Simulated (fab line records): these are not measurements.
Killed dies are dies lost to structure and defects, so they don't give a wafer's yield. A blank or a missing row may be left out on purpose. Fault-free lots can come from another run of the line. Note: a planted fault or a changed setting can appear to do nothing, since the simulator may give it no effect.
fab line records	flow n5-finfet	part 1 of 2: steps 1 to 4 of 6
[record] lots = 24	wafers = 72	last-day = 18
route steps=1938 shown BEOL_M1@752
lots untouched by any fault: they come from a run of this same line in which no faults occurred
start-h: hours from the record's opening day to when the first of the lot's shown wafers began	wait-h: hours from the lot's prior step to this one	" same as the row above	L1.1+2: several wafers, shown together as one row	- value missing, or start not given	* or withheld: withheld	< > ~ a bound
route shown NAME@n: a module of which the file shows steps, and the number in the route of the first	usual: the fault-free wafers' mean and standard deviation	same: alike in all rows	chamber/n: place in a boat	sites: each site's reading	_std_site: how widely they spread, as a standard deviation	_edge_site: mean of outer sites minus mean of inner sites	radius-mm: how far each site lies from the wafer's centre	mask NAME#n: copy n	behind: tool/chamber where the wafer was last shaped	hold: the reason the lot was held/the length of the hold in hours/how it ended	device: the transistor (n, p or np) that didn't switch	end of line: tests of these same wafers at the route's end	step lacking rows: just its recipe	killed: at the first sort, the dies lost to defects and structure; wafer yield is something else	map: a wafer's dies, marking killed ones x, the rest . and places with no die _
set.NAME: the setting as run; set.NAME@STEP: as run at that earlier step	model.NAME: the simulator's own value behind a step, which no gauge read
a sample of lots followed through the steps of the route, with each step as a table and each wafer as a row
services: the hour from which a tool's chamber was out of use, counted from the record's first day as start-h (under 0 if before that day), plus the number of hours and why
[[steps]]
[step N5_BEOL_M1_THK_MEAS_01]
[recipe] reads = SiOC_of_BEOL_M1_ILD_DEP_00
[usual] M1_ILD_THK = 79.3/1.2
lot.wafer	tool	chamber	start-h	wait-h	M1_ILD_THK[nm]
L074.1	film-metro-01	-	130.58	0.0	76.7
L074.3	"	-	"	"	78.0
L074.5	"	-	"	"	77.8
L075.3	film-metro-01	-	133.44	0.1	78.9
L075.4	"	-	"	"	79.4
L075.6	"	-	"	"	80.3
L076.1	film-metro-01	-	135.49	0.0	79.5
L076.3	"	-	"	"	79.5
L076.6	"	-	"	"	80.2
L077.1	film-metro-01	-	140.38	0.1	78.7
L077.3	"	-	"	"	79.0
L077.5	"	-	"	"	80.7
L078.2	film-metro-02	-	152.17	0.1	79.0
L078.4	"	-	"	"	81.0
L078.5	"	-	"	"	80.0
L079.3	film-metro-02	-	152.48	0.1	77.9
L079.4	"	-	"	"	80.5
L079.6	"	-	"	"	79.1
L080.1	film-metro-02	-	158.52	0.0	78.9
L080.2	"	-	"	"	80.6
L080.6	"	-	"	"	82.2
L081.2	film-metro-01	-	171.57	0.1	77.0
L081.4	"	-	"	"	79.7
L081.5	"	-	"	"	79.0
L082.2	film-metro-01	-	174.51	0.1	77.2
L082.4	"	-	"	"	79.1
L082.6	"	-	"	"	78.3
L084.1	film-metro-01	-	181.65	0.0	78.4
L084.3	"	-	"	"	77.8
L084.4	"	-	"	"	79.9
L083.2	film-metro-01	-	184.38	0.1	79.5
L083.4	"	-	"	"	79.0
L083.5	"	-	"	"	80.8
L085.3	film-metro-01	-	198.65	0.1	78.4
L085.5	"	-	"	"	80.0
L085.6	"	-	"	"	79.1
L086.1	film-metro-01	-	203.51	0.1	77.1
L086.2	"	-	"	"	77.4
L086.5	"	-	"	"	78.7
L087.2	film-metro-02	-	205.24	0.1	80.2
L087.4	"	-	"	"	79.5
L087.6	"	-	"	"	80.8
L088.2	film-metro-01	-	213.38	0.1	77.0
L088.3	"	-	"	"	77.4
L088.5	"	-	"	"	79.4
L089.2	film-metro-02	-	219.41	0.1	78.7
L089.4	"	-	"	"	79.9
L089.6	"	-	"	"	80.1
L091.2	film-metro-01	-	222.73	0.1	78.9
L091.4	"	-	"	"	78.5
L091.6	"	-	"	"	81.7
L090.1	film-metro-01	-	225.58	0.0	78.9
L090.5	"	-	"	"	80.1
L090.6	"	-	"	"	81.9
L092.2	film-metro-01	-	231.45	0.1	76.2
L092.5	"	-	"	"	79.3
L092.6	"	-	"	"	77.3
L093.3	film-metro-01	-	235.96	0.1	77.8
L093.4	"	-	"	"	80.8
L093.5	"	-	"	"	79.1
L094.4	film-metro-02	-	247.24	0.0	79.0
L094.5	"	-	"	"	80.2
L094.6	"	-	"	"	79.0
L095.1	film-metro-02	-	249.21	0.0	78.9
L095.5	"	-	"	"	79.9
L095.6	"	-	"	"	77.7
L097.1	film-metro-02	-	258.88	0.1	80.0
L097.4	"	-	"	"	81.4
L097.5	"	-	"	"	80.8
L096.1	film-metro-02	-	261.53	0.1	78.6
L096.2	"	-	"	"	79.4
L096.3	"	-	"	"	80.7
[step N5_BEOL_M1_ETCH_64]
[recipe] chemistry = N2/H2	target = SOC	target-depth-a = 750	overetch-a = 150	mask-material = SiARC	temp-c = 40	time-s = 112.5	ion-energy-ev = 200	pressure-mtorr = 30	source-w = 840	bias-w = 150	n2-flow-sccm = 200	h2-flow-sccm = 200
[usual] drypump-motor-current-A = 5.6/0.48	oes-product-au = 0.60/0.059	rf-vpp-V = 523.3/2.4	showerhead-plenum-p-Torr = 2.53/0.088	throttle-valve-pct = 18.0/0.32
lot.wafer	tool	chamber	start-h	wait-h	drypump-motor-current-A	oes-product-au	rf-hours-counter-h	rf-vpp-V	showerhead-plenum-p-Torr	throttle-valve-pct
L074.1	rie-diel-06	3	132.76	0.0	5.3	0.59	147	521.0	2.44	18.2
L074.3	"	0	"	"	5.3	0.68	40	521.9	2.49	18.0
L074.5	"	1	"	"	5.1	0.54	-	521.1	2.41	18.1
L075.3	rie-diel-04	1	134.28	0.0	6.5	0.63	95	523.2	2.56	17.4
L075.4	"	3	"	"	5.3	0.57	195	526.3	2.66	17.9
L075.6	"	0	"	"	5.6	0.56	-	523.1	2.51	18.4
L076.1	rie-diel-06	0	137.72	0.0	5.4	0.69	43	522.6	2.49	18.0
L076.3	"	3	"	"	5.3	0.60	148	522.6	2.44	18.2
L076.6	"	2	"	"	4.8	0.54	-	526.3	2.62	18.0
L077.1	rie-diel-02	1	141.08	0.0	5.9	0.67	57	521.1	2.47	17.4
L077.3	"	2	"	"	5.8	0.55	214	522.6	2.53	17.7
L077.5	"	2	"	"	5.8	0.55	-	523.5	2.53	17.7
L078.2	rie-diel-04	3	153.08	0.0	5.3	0.57	201	527.2	2.65	17.9
L078.4	"	0	"	"	5.6	0.56	241	522.6	2.50	18.4
L078.5	"	0	"	"	5.6	0.56	-	521.6	2.50	18.4
L079.3	rie-diel-06	2	153.50	0.0	4.8	0.53	246	526.2	2.61	18.0
L079.4	"	3	"	"	5.3	0.60	-	520.6	2.44	18.2
L079.6	"	0	"	"	5.4	0.67	-	521.4	2.48	18.0
L080.1	rie-diel-06	2	159.65	0.0	4.8	0.54	248	526.9	2.61	18.0
L080.2	"	1	"	"	5.1	0.77	0	529.5	2.73	17.6
L080.6	"	3	"	"	5.3	0.59	-	520.5	2.44	18.2
L081.2	rie-diel-04	1	173.28	0.0	6.5	0.63	107	525.7	2.56	17.5
L081.4	"	2	"	"	6.1	0.55	221	529.0	2.64	18.4
L081.5	"	0	"	"	5.6	0.55	-	524.7	2.50	18.4
L082.2	rie-diel-06	3	175.83	0.0	5.3	0.58	164	521.2	2.44	18.2
L082.4	"	3	"	"	5.3	0.59	-	521.1	2.44	18.2
L082.6	"	3	"	"	5.3	0.58	-	520.3	2.44	18.2
L084.1	rie-diel-06	1	183.68	0.0	5.1	0.75	11	527.3	2.73	17.6
L084.3	"	0	"	"	5.4	0.67	57	520.9	2.48	18.0
L084.4	"	1	"	"	5.2	0.74	-	529.0	2.73	17.6
L083.2	rie-diel-04	2	187.19	0.0	6.1	0.55	224	525.9	2.64	18.4
L083.4	"	3	"	"	5.3	0.56	-	526.4	2.65	17.9
L083.5	"	2	"	"	6.1	0.55	-	525.4	2.64	18.4
L085.3	rie-diel-04	1	200.87	0.1	6.5	0.62	-	524.8	2.55	17.5
L085.5	"	1	"	"	6.5	0.62	-	524.8	2.55	17.5
L085.6	"	3	"	"	5.3	0.56	-	525.4	2.65	17.9
L086.1	rie-diel-02	0	204.25	0.0	6.0	0.59	182	523.8	2.50	18.1
L086.2	"	1	"	"	5.9	0.66	75	521.6	2.46	17.4
L086.5	"	2	"	"	5.8	0.53	-	522.6	2.52	17.7
L087.2	rie-diel-02	1	209.60	0.0	5.9	0.65	76	522.1	2.46	17.4
L087.4	"	0	"	"	6.0	0.59	183	523.9	2.50	18.1
L087.6	"	0	"	"	6.0	0.59	-	524.0	2.50	18.1
L088.2	rie-diel-04	1	214.71	0.0	6.5	0.62	119	522.3	2.55	17.5
L088.3	"	3	"	"	5.3	0.57	220	526.5	2.64	17.9
L088.5	"	2	"	"	6.1	0.55	-	524.3	2.64	18.4
L089.2	rie-diel-06	3	222.06	0.1	5.3	0.57	-	521.2	2.43	18.3
L089.4	"	3	"	"	5.3	0.57	-	520.0	2.43	18.3
L089.6	"	3	"	"	5.3	0.58	-	520.7	2.43	18.3
L091.2	rie-diel-06	3	224.13	0.1	5.3	0.58	-	520.5	2.43	18.3
L091.4	"	3	"	"	5.3	0.58	-	520.7	2.43	18.3
L091.6	"	3	"	"	5.3	0.58	-	522.4	2.43	18.3
L090.1	rie-diel-02	0	226.51	0.0	6.0	0.59	188	523.3	2.50	18.1
L090.5	"	3	"	"	5.0	0.59	-	521.3	2.43	18.2
L090.6	"	2	"	"	5.7	0.53	-	523.3	2.52	17.7
L092.2	rie-diel-02	2	233.81	0.0	5.8	0.54	242	522.4	2.52	17.7
L092.5	"	3	"	"	5.0	0.60	-	521.1	2.43	18.2
L092.6	"	0	"	"	6.0	0.58	-	524.4	2.50	18.1
L093.3	rie-diel-02	2	244.14	0.0	5.8	0.53	245	525.5	2.52	17.7
L093.4	"	2	"	"	5.8	0.53	-	523.4	2.52	17.7
L093.5	"	0	"	"	6.0	0.59	-	522.9	2.50	18.1
L094.4	rie-diel-06	2	248.13	0.1	4.8	0.72	-	526.8	2.60	17.5
L094.5	"	3	"	"	5.3	0.57	-	520.8	2.42	18.3
L094.6	"	0	"	"	5.3	0.65	-	521.9	2.47	18.1
L095.1	rie-diel-06	3	251.62	0.0	5.3	0.57	195	520.9	2.42	18.3
L095.5	"	2	"	"	4.8	0.70	-	526.0	2.60	17.5
L095.6	"	0	"	"	5.4	0.64	-	522.6	2.47	18.1
L097.1	rie-diel-04	3	260.32	0.0	5.3	0.55	232	527.3	2.64	17.9
L097.4	"	0	"	"	5.6	0.72	16	523.1	2.49	18.0
L097.5	"	1	"	"	6.5	0.61	-	523.2	2.55	17.5
L096.1	rie-diel-04	1	265.83	0.0	6.5	0.61	133	524.2	2.55	17.5
L096.2	"	0	"	"	5.6	0.72	17	523.6	2.49	18.0
L096.3	"	2	"	"	6.1	0.53	247	526.6	2.63	18.5
[step N5_BEOL_M1_ALD_98]
[recipe] material = SiO2	target-thk-a = 25	temp-c = 100	ald-precursor-family = BDEAS	ald-co-reactant = O2-plasma	pulse-time-s = 1	co-reactant-pulse-time-s = 1	purge-time-s = 2	co-reactant-purge-time-s = 2	ald-cycles = 17	pressure-torr = 2
[usual] heater-power-w = 75/5.4	precursor-pulse-height-rel = 0.999/0.021
[same] ald-cycles = 17
lot.wafer	tool	chamber	start-h	wait-h	heater-power-w	precursor-pulse-height-rel	since-wet-clean-h
L074.1	ald-sin-02	3	133.82	0.1	74	0.980	322
L074.3	"	2	"	"	59	1.045	322
L074.5	"	3	"	"	72	1.000	-
L075.3	ald-sin-03	1	135.61	0.1	69	1.012	127
L075.4	"	0	"	"	67	0.982	127
L075.6	"	2	"	"	81	0.995	-
L076.1	ald-sin-03	2	138.71	0.1	84	0.981	130
L076.3	"	0	"	"	67	0.984	130
L076.6	"	2	"	"	81	1.027	-
L077.1	ald-sin-02	2	142.45	0.4	59	1.024	330
L077.3	"	3	"	"	71	1.012	330
L077.5	"	3	"	"	74	1.018	-
L078.2	ald-sin-01	3	154.03	0.1	79	1.010	55
L078.4	"	2	"	"	76	1.030	-
L078.5	"	0	"	"	72	1.043	-
L079.3	ald-sin-01	0	154.43	0.1	73	1.012	55
L079.4	"	2	"	"	76	1.024	-
L079.6	"	3	"	"	79	0.977	-
L080.1	ald-sin-01	0	160.81	0.1	72	0.989	62
L080.2	"	3	"	"	82	0.968	62
L080.6	"	3	"	"	82	0.991	-
L081.2	ald-sin-01	2	174.71	0.1	75	0.963	75
L081.4	"	3	"	"	80	1.021	-
L081.5	"	0	"	"	73	0.969	-
L082.2	ald-sin-03	0	177.06	0.2	67	1.011	169
L082.4	"	3	"	"	75	0.980	169
L082.6	"	0	"	"	69	1.023	-
L084.1	ald-sin-03	1	185.13	0.6	70	1.013	177
L084.3	"	0	"	"	67	0.993	177
L084.4	"	2	"	"	83	0.993	177
L083.2	ald-sin-01	0	188.11	0.1	75	1.011	89
L083.4	"	3	"	"	77	1.028	-
L083.5	"	2	"	"	76	0.955	-
L085.3	ald-sin-02	3	202.12	0.1	71	1.019	11
L085.5	"	0	"	"	75	0.993	-
L085.6	"	3	"	"	73	1.051	-
L086.1	ald-sin-03	1	205.24	0.1	69	0.997	197
L086.2	"	2	"	"	84	0.972	197
L086.5	"	3	"	"	76	0.986	-
L087.2	ald-sin-01	1	211.07	0.4	74	0.972	112
L087.4	"	2	"	"	75	0.988	112
L087.6	"	0	"	"	75	0.979	-
L088.2	ald-sin-02	3	215.99	0.3	70	1.013	24
L088.3	"	0	"	"	75	1.020	24
L088.5	"	1	"	"	78	0.969	-
L089.2	ald-sin-03	1	224.21	0.8	70	1.041	216
L089.4	"	3	"	"	76	1.002	-
L089.6	"	2	"	"	82	0.982	-
L091.2	ald-sin-01	1	225.71	0.1	75	0.964	126
L091.4	"	3	"	"	79	1.003	126
L091.6	"	1	"	"	74	0.976	-
L090.1	ald-sin-03	0	227.59	0.1	67	1.005	219
L090.5	"	2	"	"	82	0.960	-
L090.6	"	1	"	"	68	0.975	-
L092.2	ald-sin-02	0	235.46	0.7	76	1.003	44
L092.5	"	2	"	"	58	1.027	-
L092.6	"	3	"	"	71	0.972	-
L093.3	ald-sin-01	2	245.20	0.1	75	0.988	146
L093.4	"	0	"	"	73	0.998	146
L093.5	"	1	"	"	72	1.001	-
L094.4	ald-sin-01	3	249.00	0.0	80	0.995	150
L094.5	"	0	"	"	75	0.988	-
L094.6	"	3	"	"	78	0.998	-
L095.1	ald-sin-03	1	252.79	0.1	69	0.991	244
L095.5	"	0	"	"	68	1.019	-
L095.6	"	1	"	"	67	1.002	-
L097.1	ald-sin-03	0	261.45	0.1	66	0.956	253
L097.4	"	1	"	"	69	0.987	253
L097.5	"	3	"	"	74	1.001	-
L096.1	ald-sin-01	2	266.93	0.1	77	1.027	168
L096.2	"	1	"	"	72	1.002	168
L096.3	"	0	"	"	74	1.043	168
[step N5_BEOL_M1_STRIP_36]
[recipe] chemistry = N2/H2	power-w = 450	temp-c = 40	pressure-mtorr = 20	rf-frequency-hz = 6e+07	overash-fraction = 0.3	bias-power-w = 7	h2-frac = 0.5	n2-flow-sccm = 200	h2-flow-sccm = 200
[usual] drypump-motor-current-A = 5.6/0.46	oes-product-au = 0.76/0.086	rf-vpp-V = 59.1/1.4	showerhead-plenum-p-Torr = 2.53/0.078	throttle-valve-pct = 23.8/0.41
lot.wafer	tool	chamber	start-h	wait-h	drypump-motor-current-A	oes-product-au	rf-hours-counter-h	rf-vpp-V	showerhead-plenum-p-Torr	throttle-valve-pct
L074.1	rie-diel-02	3	134.14	0.0	5.1	0.78	120	59.4	2.43	23.9
L074.3	"	2	"	"	5.8	0.69	212	57.3	2.53	23.3
L074.5	"	0	"	"	6.0	0.76	-	59.8	2.51	23.8
L075.3	rie-diel-06	3	136.89	0.0	5.3	0.75	148	57.0	2.44	24.1
L075.4	"	2	"	"	4.8	0.68	240	60.7	2.61	24.0
L075.6	"	0	"	"	5.4	0.87	-	58.5	2.48	24.0
L076.1	rie-diel-02	1	139.87	0.0	5.9	0.86	57	61.8	2.46	23.2
L076.3	"	3	"	"	5.0	0.79	122	56.9	2.43	23.9
L076.6	"	0	"	"	6.0	0.76	-	60.0	2.51	23.8
L077.1	rie-diel-04	3	149.88	0.0	5.3	0.73	200	58.0	2.65	23.7
L077.3	"	2	"	"	6.2	0.69	214	60.0	2.64	24.5
L077.5	"	0	"	"	5.6	0.70	-	60.9	2.50	24.2
L078.2	rie-diel-02	0	155.76	0.0	6.0	0.76	167	60.8	2.51	23.8
L078.4	"	1	"	"	5.9	0.85	61	58.5	2.46	23.2
L078.5	"	1	"	"	5.9	0.87	-	60.2	2.46	23.2
L079.3	rie-diel-04	0	155.77	0.0	5.5	0.71	242	56.5	2.50	24.2
L079.4	"	2	"	"	6.1	0.70	216	58.4	2.64	24.5
L079.6	"	3	"	"	5.3	0.72	-	59.8	2.65	23.7
L080.1	rie-diel-06	0	161.44	0.0	5.3	0.86	52	61.8	2.48	24.0
L080.2	"	1	"	"	5.1	1.00	1	58.9	2.73	23.4
L080.6	"	0	"	"	5.4	0.86	-	57.7	2.48	24.0
L081.2	rie-diel-02	0	178.69	0.0	6.0	0.76	174	59.3	2.50	23.9
L081.4	"	3	"	"	5.1	0.77	-	58.9	2.43	23.9
L081.5	"	2	"	"	5.8	0.67	-	60.2	2.52	23.3
L082.2	rie-diel-02	2	182.31	0.0	5.8	0.65	227	59.9	2.52	23.3
L082.4	"	0	"	"	6.0	0.75	-	58.3	2.50	23.8
L082.6	"	3	"	"	5.0	0.77	-	58.2	2.43	23.9
L084.1	rie-diel-04	3	186.70	0.0	5.3	0.71	210	57.3	2.64	23.7
L084.3	"	2	"	"	6.2	0.69	224	58.7	2.64	24.5
L084.4	"	1	"	"	6.5	0.78	110	59.9	2.55	23.1
L083.2	rie-diel-06	3	188.43	0.0	5.3	0.73	168	60.0	2.43	24.2
L083.4	"	0	"	"	5.3	0.85	-	57.1	2.48	24.0
L083.5	"	3	"	"	5.3	0.74	-	59.9	2.43	24.2
L085.3	rie-diel-02	0	202.92	0.0	5.9	0.75	181	57.6	2.50	23.8
L085.5	"	0	"	"	5.9	0.74	-	59.7	2.50	23.9
L085.6	"	3	"	"	5.0	0.77	-	59.7	2.42	23.9
L086.1	rie-diel-04	0	213.42	0.0	5.6	0.95	3	57.1	2.50	23.8
L086.2	"	2	"	"	6.1	0.69	232	60.1	2.63	24.5
L086.5	"	2	"	"	6.1	0.68	-	57.6	2.63	24.5
L087.2	rie-diel-06	0	217.65	0.0	5.4	0.83	71	59.1	2.47	24.0
L087.4	"	0	"	"	5.3	0.83	-	58.0	2.47	24.0
L087.6	"	3	"	"	5.3	0.71	-	60.5	2.42	24.2
L088.2	rie-diel-04	2	218.17	0.0	6.1	0.68	234	60.7	2.63	24.5
L088.3	"	1	"	"	6.5	0.79	120	58.1	2.55	23.1
L088.5	"	3	"	"	5.3	0.71	-	59.4	2.64	23.7
L089.2	rie-diel-04	1	224.54	0.0	6.5	0.78	121	62.0	2.55	23.1
L089.4	"	3	"	"	5.3	0.71	222	60.5	2.64	23.7
L089.6	"	3	"	"	5.3	0.70	-	61.2	2.64	23.7
L091.2	rie-diel-02	0	229.56	0.0	5.9	0.74	189	57.9	2.50	23.9
L091.4	"	1	"	"	5.9	0.82	83	57.0	2.45	23.3
L091.6	"	3	"	"	5.1	0.76	-	58.2	2.42	23.9
L090.1	rie-diel-04	3	229.94	0.0	5.4	0.70	225	60.7	2.64	23.7
L090.5	"	3	"	"	5.3	0.72	-	58.8	2.64	23.7
L090.6	"	2	"	"	6.1	0.68	-	59.4	2.63	24.5
L092.2	rie-diel-02	0	238.22	0.0	6.0	0.75	191	59.4	2.50	23.9
L092.5	"	1	"	"	5.9	0.83	-	58.7	2.45	23.3
L092.6	"	0	"	"	6.0	0.74	-	60.7	2.50	23.8
L093.3	rie-diel-04	1	246.13	0.0	6.5	0.77	127	58.9	2.54	23.1
L093.4	"	0	"	"	5.6	0.93	12	57.6	2.49	23.8
L093.5	"	3	"	"	5.3	0.70	-	60.3	2.64	23.8
L094.4	rie-diel-04	1	250.78	0.0	6.5	0.77	128	58.9	2.54	23.1
L094.5	"	1	"	"	6.5	0.77	-	58.0	2.54	23.1
L094.6	"	0	"	"	5.6	0.93	-	59.3	2.49	23.9
L095.1	rie-diel-02	0	254.31	0.0	6.0	0.73	196	58.2	2.49	23.9
L095.5	"	2	"	"	5.8	0.64	-	56.1	2.51	23.4
L095.6	"	3	"	"	5.1	0.75	-	61.6	2.42	23.9
L097.1	rie-diel-02	3	268.71	0.0	5.1	0.75	154	57.6	2.42	23.9
L097.4	"	0	"	"	6.0	0.75	-	57.1	2.49	23.8
L097.5	"	3	"	"	5.1	0.76	-	60.6	2.42	23.9
L096.1	rie-diel-04	1	278.64	0.0	6.5	0.74	137	59.8	2.54	23.1
L096.2	"	3	"	"	5.3	0.68	238	59.8	2.63	23.8
L096.3	"	0	"	"	5.6	0.89	20	61.3	2.49	23.9
